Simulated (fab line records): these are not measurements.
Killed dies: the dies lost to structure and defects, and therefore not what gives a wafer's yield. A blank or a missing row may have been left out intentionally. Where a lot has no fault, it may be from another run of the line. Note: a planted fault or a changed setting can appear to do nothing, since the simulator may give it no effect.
Which of the tools did it? / flow n5 finfet / 32 wafers sampled from 11 lots at 1 step of a route of 1938

## WHAT EACH GAUGE READ, for each wafer
N5_DUMMY_GATE_CD_MEAS_24 targets a cd of 15 nm.
lot=L389; measured=day 3 01:08; on=cd sem-02; cd nm (nm)=15.2 15.4 14.8
lot=L393; measured=day 3 23:33; on=cd sem-01; cd nm (nm)=14.4 15.8 15.5
lot=L392; measured=day 4 00:20; on=cd sem-02; cd nm (nm)=15.3 14.9 14.9
lot=L395; measured=day 4 12:57; on=cd sem-01; cd nm (nm)=15.1 14.4 13.0
lot=L396; measured=day 4 18:56; on=cd sem-02; cd nm (nm)=14.7 16.2 16.0
lot=L397; measured=day 5 07:28; on=cd sem-01; cd nm (nm)=14.7 14.4 15.2
lot=L398; measured=day 5 10:38; on=cd sem-02; cd nm (nm)=15.3 14.2
lot=L399; measured=day 5 22:29; on=cd sem-02; cd nm (nm)=15.3 15.6 15.3
lot=L403; measured=day 6 13:54; on=cd sem-02; cd nm (nm)=16.0 15.0 15.2
lot=L408; measured=day 7 18:42; on=cd sem-03; cd nm (nm)=14.8 15.6 14.8
lot=L409; measured=day 8 01:27; on=cd sem-01; cd nm (nm)=15.0 15.2 15.2

## WHICH TOOL RAN EACH LOT (tool, then ch and the chambers of the sampled wafers, then the start)
Record: no process step prior to these readings.

## WHAT THE TOOLS THEMSELVES READ (means of the sampled wafers that have a number; where no wafer has one, the mark that the record gives instead)
The record holds no such reading with a usual standard deviation.

## THE ANSWER, worked out from the rows above alone
Rule: what is usual is taken from the lots themselves. The widest of any qualifying gaps counts: lots, ordered by their means at a reading, are off when they make up no more than a third of the lots, leave a main group of 4 or more, and stand apart from it by 3 or more times the standard deviation of that group's means. If all means in a main group match to the digits the tables above print for the reading, that group is not used. A lot without any number at a reading at which 4 lots or more have one is off too. Any other lot the step has rows for is counted as sound. The gauges are gone through in route order, then the tools' own readings, and for those a lot's mean is taken as printed above. The first step at which some lot is off is used, and at that step the reading that is off furthest; a lot without a number counts as furthest.
None of the lots is off at any reading shown; this tells nothing.

## WHAT THE SIMULATOR HAD INSERTED
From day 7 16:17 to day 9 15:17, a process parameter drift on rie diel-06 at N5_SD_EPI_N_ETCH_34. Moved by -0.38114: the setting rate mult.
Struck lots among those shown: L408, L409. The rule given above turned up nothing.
